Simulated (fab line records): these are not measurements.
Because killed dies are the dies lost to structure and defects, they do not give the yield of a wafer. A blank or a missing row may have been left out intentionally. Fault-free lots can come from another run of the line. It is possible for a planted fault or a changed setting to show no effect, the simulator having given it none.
fab line records	flow nandHarc
record lots=6	wafers=18	lastDay=32
route steps=1302 shown A_CHANNEL_FILL_D1@501 END@1302
lots that met no fault: from a run of the same line without faults
startH: start of the lot's first displayed wafer, in hours after the record's first day	waitH: hours since the lot's step before	" as in the row above	L1.1+2: a single row standing in for several wafers	- either no value or no given start	* or withheld: withheld	< > ~ a bound
route shown NAME@n: a module of which the file shows steps, and the number in the route of the first	usual: mean/standard deviation taken from wafers without a fault	same: alike in all rows	chamber/n: place in a boat	sites: each site's reading	_std_site: the standard deviation of these	_edge_site: mean of outer sites minus mean of inner sites	radiusMm: for every site, how far away it sits from the centre of the wafer	mask NAME#n: copy n	behind: the last tool/chamber to shape the wafer	hold: the reason the lot was held/the length of the hold in hours/how it ended	device: which transistor (n, p or np) failed to switch	end of line: tests of these same wafers at the route's end	a step without rows: its recipe alone	killed: dies lost to structure and defects at the first sort, not the wafer's yield	map: shows each die of a wafer: x if killed, . if not, _ if none is there
set.NAME: the run value of the setting; set.NAME@STEP: its run value at that earlier step	model.NAME: the simulator's own value behind a step, which no gauge read
lots at some steps of the route; a table a step, a row a wafer
services: a tool's chamber out of use, with start hour (startH, from the record's first day; less than 0 if before it), hours out, and reason
## steps
# step NHARC_A_CHANNEL_FILL_D1_STRIP_28
# recipe timeS=20	o2FlowSccm=500	arFlowSccm=0	biasW=0	chemistry=O2
# usual drypumpMotorCurrentA=5.8/0.41	oesProductAu=0.997/0.012	rfVppV=57.7/0.83	showerheadPlenumPTorr=3.46/0.1	throttleValvePct=17.037/0.0084
lot.wafer	tool	chamber	startH	waitH	drypumpMotorCurrentA	oesProductAu	rfHoursCounterH	rfVppV	showerheadPlenumPTorr	throttleValvePct
L607.4	rieDiel-13	2	237.33	0.1	5.2	0.986	3.1	58.4	3.46	17.036
L607.2	"	0	"	"	5.5	0.990	3.5	57.9	3.32	17.056
L607.1	"	1	"	"	6.4	0.997	3.6	55.6	3.38	17.028
L608.3	rieDiel-03	2	252.16	0.1	5.8	1.016	8.5	58.3	3.63	17.039
L608.2	"	3	"	"	5.7	1.032	7.7	58.6	3.45	17.029
L608.6	"	0	"	"	5.2	1.008	-	58.3	3.50	17.019
L618.4	rieDiel-02	2	360.19	0.1	6.7	0.990	7.1	56.9	3.56	17.047
L618.1	"	0	"	"	5.7	0.969	6.8	57.6	3.61	17.042
L618.3	"	1	"	"	6.0	1.016	6.8	58.7	3.49	17.032
L619.3	rieDiel-13	1	360.20	0.1	6.4	0.987	0.1	58.0	3.38	17.042
L619.5	"	0	"	"	5.5	0.996	-	57.2	3.32	17.039
L619.6	"	1	"	"	6.4	1.006	-	58.9	3.38	17.035
L622.4	rieDiel-13	3	393.46	0.1	5.7	1.001	1.4	57.1	3.57	17.044
L622.2	"	0	"	"	5.5	0.993	1.6	56.8	3.32	17.052
L622.5	"	2	"	"	5.2	0.989	-	58.0	3.46	17.036
L625.2	rieDiel-03	3	424.81	0.1	5.7	1.014	10.1	57.2	3.45	17.030
L625.5	"	1	"	"	5.9	0.992	-	56.7	3.31	17.043
L625.6	"	3	"	"	5.7	1.001	-	57.1	3.45	17.044
# step NHARC_A_CHANNEL_FILL_D1_PRECLEAN_21
# recipe timeS=30	chemistry=dHF
# step NHARC_A_CHANNEL_FILL_D1_SRD_23
# step NHARC_A_CHANNEL_FILL_D1_CVD_05
# recipe targetThkA=50	tempC=550	material=poly-Si
# step NHARC_A_CHANNEL_FILL_D1_ANNEAL_22
# recipe tempC=620	timeS=7200
# step NHARC_A_CHANNEL_FILL_D1_ALD_25
# recipe targetThkA=600	pulseTimeS=10	aldCycles=600	tempC=300	material=SiOx
# usual heaterPowerW=462/32	precursorPulseHeightRel=1.001/0.019
# same pulseTimeS=10
lot.wafer	tool	chamber	startH	waitH	heaterPowerW	precursorPulseHeightRel
L607.1	aldHk-02	1	249.12	0.1	443	0.990
L607.4	"	2	"	"	431	0.965
L607.2	"	3	"	"	482	1.027
L608.3	aldHk-03	3	263.99	0.1	432	1.003
L608.2	"	1	265.22	1.3	457	0.987
L608.6	"	0	267.05	3.1	416	1.006
L618.1	aldHk-03	1	371.89	0.1	465	1.011
L618.3	"	2	"	"	470	0.998
L618.4	"	3	"	"	443	1.018
L619.3	aldHk-02	0	372.61	0.8	468	0.984
L619.5	"	3	374.47	2.6	473	1.005
L619.6	"	0	"	"	470	1.004
L622.4	aldHk-01	3	407.14	0.7	475	0.995
L622.2	"	1	408.39	1.9	524	0.976
L622.5	"	3	409.64	3.2	475	1.037
L625.2	aldHk-03	3	437.87	1.3	444	0.996
L625.5	"	1	439.08	2.5	465	1.008
L625.6	"	2	"	"	485	1.032
# step NHARC_A_CHANNEL_FILL_D1_ETCHBACK_08
# recipe targetDepthA=2200	timeS=110	c4f8FlowSccm=20	arFlowSccm=withheld	rfW=600	biasW=300	chemistry=C4F8
# usual oesProductAu=0.95/0.036	rfVppV=439.3/1.9
lot.wafer	tool	chamber	startH	waitH	oesProductAu	rfHoursCounterH	rfVppV
L607.2	rieDiel-13	2	-	-	0.91	3.4	440.2
L607.1	"	0	"	"	0.91	3.8	437.0
L607.4	"	2	"	"	0.91	-	440.0
L608.3	rieDiel-13	1	-	-	1.00	4.1	438.1
L608.2	"	2	"	"	0.98	3.7	438.8
L608.6	"	2	"	"	0.98	-	440.1
L618.1	rieDiel-03	2	-	-	1.01	5.5	443.0
L618.4	"	3	"	"	1.00	6.4	440.8
L618.3	"	1	"	"	0.99	5.6	436.5
L619.3	rieDiel-13	0	-	-	0.92	0.9	437.7
L619.6	"	2	"	"	0.92	-	438.9
L619.5	"	3	"	"	0.92	-	440.0
L622.4	rieDiel-13	2	-	-	0.92	1.8	438.4
L622.2	"	1	"	"	0.93	2.0	437.6
L622.5	"	3	"	"	0.93	-	441.3
L625.2	rieDiel-13	3	-	-	1.01	3.0	441.1
L625.6	"	3	"	"	0.99	-	441.7
L625.5	"	0	"	"	0.99	-	436.4
# step NHARC_A_CHANNEL_FILL_D1_STRIP_29
# recipe timeS=20	o2FlowSccm=500	arFlowSccm=0	biasW=0	chemistry=O2
# usual drypumpMotorCurrentA=5.7/0.42	oesProductAu=0.997/0.011	rfVppV=57.6/0.79	showerheadPlenumPTorr=3.45/0.098	throttleValvePct=17.037/0.0094
lot.wafer	tool	chamber	startH	waitH	drypumpMotorCurrentA	oesProductAu	rfHoursCounterH	rfVppV	showerheadPlenumPTorr	throttleValvePct
L607.1	rieDiel-13	1	254.92	0.1	6.4	0.999	3.9	57.0	3.38	17.043
L607.2	"	2	"	"	5.2	0.986	3.4	57.1	3.46	17.052
L607.4	"	2	"	"	5.2	0.986	-	57.2	3.46	17.031
L608.2	rieDiel-13	1	-	-	6.3	0.999	4.2	59.1	3.38	17.047
L608.3	"	0	"	"	5.5	0.984	4.1	58.1	3.32	17.046
L608.6	"	2	"	"	5.2	0.978	-	57.4	3.46	17.047
L618.3	rieDiel-03	2	-	-	5.8	0.994	5.5	57.2	3.63	17.037
L618.4	"	0	"	"	5.2	0.993	6.6	57.4	3.49	17.040
L618.1	"	1	"	"	5.8	1.000	5.6	57.4	3.31	17.028
L619.3	rieDiel-13	3	-	-	5.7	0.990	0.7	57.6	3.57	17.051
L619.5	"	2	"	"	5.2	0.980	-	56.9	3.46	17.023
L619.6	"	3	"	"	5.6	0.990	-	57.3	3.57	17.050
L622.2	rieDiel-13	1	-	-	6.3	1.004	2.0	58.2	3.38	17.021
L622.4	"	3	"	"	5.6	1.005	2.0	58.7	3.57	17.039
L622.5	"	1	"	"	6.3	1.011	-	57.5	3.38	17.033
L625.2	rieDiel-13	0	-	-	5.5	0.990	3.1	56.0	3.32	17.027
L625.5	"	1	"	"	6.3	1.002	-	57.1	3.38	17.042
L625.6	"	2	"	"	5.2	0.988	-	59.0	3.45	17.033
# step NHARC_A_CHANNEL_FILL_D1_PRECLEAN_30
# recipe timeS=30	chemistry=dHF
# step NHARC_A_CHANNEL_FILL_D1_SRD_31
# step NHARC_A_CHANNEL_FILL_D1_CVD_09
# recipe targetThkA=1500	tempC=620	pressureMtorr=200	timeS=3000	material=poly-Si
# step NHARC_A_CHANNEL_FILL_D1_CMP_10
# recipe targetThkNm=150
# usual edgeZonePressureFrac=1.001/0.0052	motorCurrentA=11.8/1.1	timeToEndpointS=14.6/2.4
lot.wafer	tool	chamber	startH	waitH	edgeZonePressureFrac	motorCurrentA	timeToEndpointS
L607.2	cmp-01	0	260.39	0.4	1.005	13.6	16.7
L607.1	"	2	"	"	0.994	10.7	15.0
L607.4	"	3	"	"	0.996	11.1	13.8
L608.3	cmp-04	1	275.34	0.4	1.008	12.5	10.3
L608.2	"	3	"	"	0.998	11.8	9.7
L608.6	"	1	"	"	0.996	12.3	8.2
L618.1	cmp-04	3	383.35	0.4	-	-	-
L618.4	"	0	"	"	-	-	-
L618.3	"	1	"	"	-	-	-
L619.3	cmp-03	3	383.35	0.4	-	-	-
L619.6	"	3	"	"	-	-	-
L619.5	"	0	"	"	-	-	-
L622.4	cmp-01	2	418.04	0.4	0.998	9.9	10.7
L622.2	"	3	"	"	1.002	10.6	13.3
L622.5	"	2	"	"	1.003	10.0	12.7
L625.2	cmp-04	3	447.84	0.4	1.008	11.3	13.8
L625.5	"	1	"	"	0.996	12.6	13.2
L625.6	"	2	"	"	1.000	11.9	19.7
# step NHARC_END_SORT_01
# recipe tempC=25
# usual killedAtArray=58/20	killedAtOther=1.0/1.2	killedAtPeriphery=4.1/3	killedDies=63/20	killedOpen=3.2/1.7	killedShort=2.5/1.5
# same grossDies=677
lot.wafer	tool	chamber	startH	waitH	killedAtArray	killedAtOther	killedAtPeriphery	killedDies	killedOpen	killedShort
L618.1	prober-01	0	700.70	2.5	674	1	2	677	3	3
L618.3	prober-01	0	702.30	3.1	674	0	3	677	4	2
L618.4	prober-01	0	703.10	3.4	672	1	4	677	3	2
L619.3	prober-02	0	702.33	3.1	667	0	10	677	1	3
L619.5	prober-02	0	703.97	3.8	666	0	11	677	3	4
L619.6	prober-02	0	704.79	4.1	672	0	5	677	2	2
# killed by level:class
L618.1 A_CHANNEL_FILL_D1:areaCmp=626 A_SLIT:chamberFilmFlake=22 A_STAIRCASE:chamberFilmFlake=8 A_CHANNEL_HOLE_D1:chamberFilmFlake=8 A_CHANNEL_FILL_D1:chamberFilmFlake=3 P_M0:geometricParticle:open=1 A_SOURCE_PLATE:geometricParticle:short=1 A_DECK1_JOINT:geometricParticle:open=1
L618.3 A_CHANNEL_FILL_D1:areaCmp=613 A_SLIT:chamberFilmFlake=34 A_CHANNEL_HOLE_D1:chamberFilmFlake=13 A_STAIRCASE:chamberFilmFlake=6 A_CONTACT:chamberFilmFlake=4 P_STI:geometricParticle:open=1 P_CONTACT:geometricParticle:short=1 A_DECK1_JOINT:geometricParticle:open=1
L619.3 A_CHANNEL_FILL_D1:areaCmp=600 A_CHANNEL_HOLE_D1:chamberFilmFlake=25 A_CHANNEL_HOLE_D2:chamberFilmFlake=24 P_M2:chamberFilmFlake=7 A_CONTACT:chamberFilmFlake=6 A_CHANNEL_FILL_D1:chamberFilmFlake=4 A_SOURCE_PLATE:geometricParticle:short=1 A_DECK1_JOINT:geometricParticle:short=1
L618.4 A_CHANNEL_FILL_D1:areaCmp=613 A_SLIT:chamberFilmFlake=33 A_CHANNEL_HOLE_D1:chamberFilmFlake=9 A_CONTACT:chamberFilmFlake=6 A_STAIRCASE:chamberFilmFlake=4 A_WL_FILL:chamberFilmFlake=3 P_GATE:chamberFilmFlake=2 P_GATE:geometricParticle:open=1
L619.5 A_CHANNEL_FILL_D1:areaCmp=599 A_CHANNEL_HOLE_D1:chamberFilmFlake=25 A_CHANNEL_HOLE_D2:chamberFilmFlake=25 P_M2:chamberFilmFlake=7 A_CONTACT:chamberFilmFlake=7 A_SLIT:chamberFilmFlake=3 A_CHANNEL_FILL_D2:chamberFilmFlake=2 P_STI:geometricParticle:short=1
L619.6 A_CHANNEL_FILL_D1:areaCmp=613 A_CHANNEL_HOLE_D2:chamberFilmFlake=23 A_CHANNEL_HOLE_D1:chamberFilmFlake=20 A_CONTACT:chamberFilmFlake=9 A_CHANNEL_FILL_D1:chamberFilmFlake=3 P_M2:chamberFilmFlake=2 P_M1:geometricParticle:short=1 A_DECK1_JOINT:geometricParticle:open=1
# map L618.1 (x killed, . not)
____________x____________
_________xxxxxxx_________
_______xxxxxxxxxxx_______
______xxxxxxxxxxxxx______
_____xxxxxxxxxxxxxxx_____
____xxxxxxxxxxxxxxxxx____
____xxxxxxxxxxxxxxxxx____
___xxxxxxxxxxxxxxxxxxx___
___xxxxxxxxxxxxxxxxxxx___
__xxxxxxxxxxxxxxxxxxxxx__
__xxxxxxxxxxxxxxxxxxxxx__
_xxxxxxxxxxxxxxxxxxxxxxx_
_xxxxxxxxxxxxxxxxxxxxxxx_
_xxxxxxxxxxxxxxxxxxxxxxx_
_xxxxxxxxxxxxxxxxxxxxxxx_
_xxxxxxxxxxxxxxxxxxxxxxx_
xxxxxxxxxxxxxxxxxxxxxxxxx
xxxxxxxxxxxxxxxxxxxxxxxxx
xxxxxxxxxxxxxxxxxxxxxxxxx
xxxxxxxxxxxxxxxxxxxxxxxxx
xxxxxxxxxxxxxxxxxxxxxxxxx
_xxxxxxxxxxxxxxxxxxxxxxx_
_xxxxxxxxxxxxxxxxxxxxxxx_
_xxxxxxxxxxxxxxxxxxxxxxx_
_xxxxxxxxxxxxxxxxxxxxxxx_
_xxxxxxxxxxxxxxxxxxxxxxx_
__xxxxxxxxxxxxxxxxxxxxx__
__xxxxxxxxxxxxxxxxxxxxx__
___xxxxxxxxxxxxxxxxxxx___
___xxxxxxxxxxxxxxxxxxx___
____xxxxxxxxxxxxxxxxx____
____xxxxxxxxxxxxxxxxx____
_____xxxxxxxxxxxxxxx_____
______xxxxxxxxxxxxx______
_______xxxxxxxxxxx_______
_________xxxxxxx_________
____________x____________
# map L619.3 (x killed, . not)
____________x____________
_________xxxxxxx_________
_______xxxxxxxxxxx_______
______xxxxxxxxxxxxx______
_____xxxxxxxxxxxxxxx_____
____xxxxxxxxxxxxxxxxx____
____xxxxxxxxxxxxxxxxx____
___xxxxxxxxxxxxxxxxxxx___
___xxxxxxxxxxxxxxxxxxx___
__xxxxxxxxxxxxxxxxxxxxx__
__xxxxxxxxxxxxxxxxxxxxx__
_xxxxxxxxxxxxxxxxxxxxxxx_
_xxxxxxxxxxxxxxxxxxxxxxx_
_xxxxxxxxxxxxxxxxxxxxxxx_
_xxxxxxxxxxxxxxxxxxxxxxx_
_xxxxxxxxxxxxxxxxxxxxxxx_
xxxxxxxxxxxxxxxxxxxxxxxxx
xxxxxxxxxxxxxxxxxxxxxxxxx
xxxxxxxxxxxxxxxxxxxxxxxxx
xxxxxxxxxxxxxxxxxxxxxxxxx
xxxxxxxxxxxxxxxxxxxxxxxxx
_xxxxxxxxxxxxxxxxxxxxxxx_
_xxxxxxxxxxxxxxxxxxxxxxx_
_xxxxxxxxxxxxxxxxxxxxxxx_
_xxxxxxxxxxxxxxxxxxxxxxx_
_xxxxxxxxxxxxxxxxxxxxxxx_
__xxxxxxxxxxxxxxxxxxxxx__
__xxxxxxxxxxxxxxxxxxxxx__
___xxxxxxxxxxxxxxxxxxx___
___xxxxxxxxxxxxxxxxxxx___
____xxxxxxxxxxxxxxxxx____
____xxxxxxxxxxxxxxxxx____
_____xxxxxxxxxxxxxxx_____
______xxxxxxxxxxxxx______
_______xxxxxxxxxxx_______
_________xxxxxxx_________
____________x____________
## services
tool	chamber	startH	hours	kind
rieDiel-02	-	216.70	9.0	pm
cmp-04	-	229.64	0.9	repair
rieDiel-13	3	249.14	13.6	repair
cmp-01	-	255.50	0.7	repair
cmp-01	-	258.23	1.7	repair
rieDiel-13	1	258.48	1.5	repair
cmp-03	-	260.00	4.0	pm
rieDiel-03	-	281.30	9.0	pm
cmp-01	-	281.78	1.7	repair
cmp-01	-	283.50	4.0	pm
cmp-01	-	288.74	2.2	repair
cmp-01	-	292.90	11.4	repair
cmp-04	-	307.02	4.0	pm
rieDiel-13	-	342.00	9.0	pm
aldHk-02	-	350.48	10.0	pm
cmp-04	-	360.92	1.2	repair
cmp-01	-	371.78	2.5	repair
cmp-04	-	377.60	1.0	repair
cmp-01	-	381.50	4.0	pm
rieDiel-13	3	387.48	1.3	repair
rieDiel-03	2	391.59	41.4	repair
aldHk-03	-	392.17	10.0	pm
cmp-04	-	405.02	4.0	pm
cmp-01	-	440.97	2.1	repair
## key
firstSign step=NHARC_A_CHANNEL_FILL_D1_CMP_10	reading=toolRecord	direction=missing
effect step=NHARC_END_SORT_01	reading=killedDies	direction=up	sigmas=31	usual=63	struck=677
moreKillsBornAt NHARC_A_CHANNEL_FILL_D1_CMP_10@cmp-04=1852	NHARC_A_CHANNEL_FILL_D1_CMP_10@cmp-03=1812
metAt NHARC_A_CHANNEL_FILL_D1_CMP_10
struckWafers L618.1,L618.3,L618.4,L619.3,L619.5,L619.6
laterRowsLeftOut L618.1,L618.3,L618.4,L619.3,L619.5,L619.6
testerLeftOut L618,L619
onsetBetween 275.34 383.35
fault kind=skippedStepWhole	tool=cmp-03,cmp-04	chamber=-	onsetH=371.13	steps=NHARC_A_CHANNEL_FILL_D1_CMP_10	scope=struckLotsOnly
# testerLeftOut: of these lots the tester's yield and bins aren't shown, on N5 and GAA mostly nor the transistor test; their killed dies are dies lost to structure and defects alone, not to doping, threshold or leakage, so they don't give the yield
# laterRowsLeftOut: the simulator's readings of these wafers behind a module that went badly wrong aren't trusted and aren't shown, but for the sort
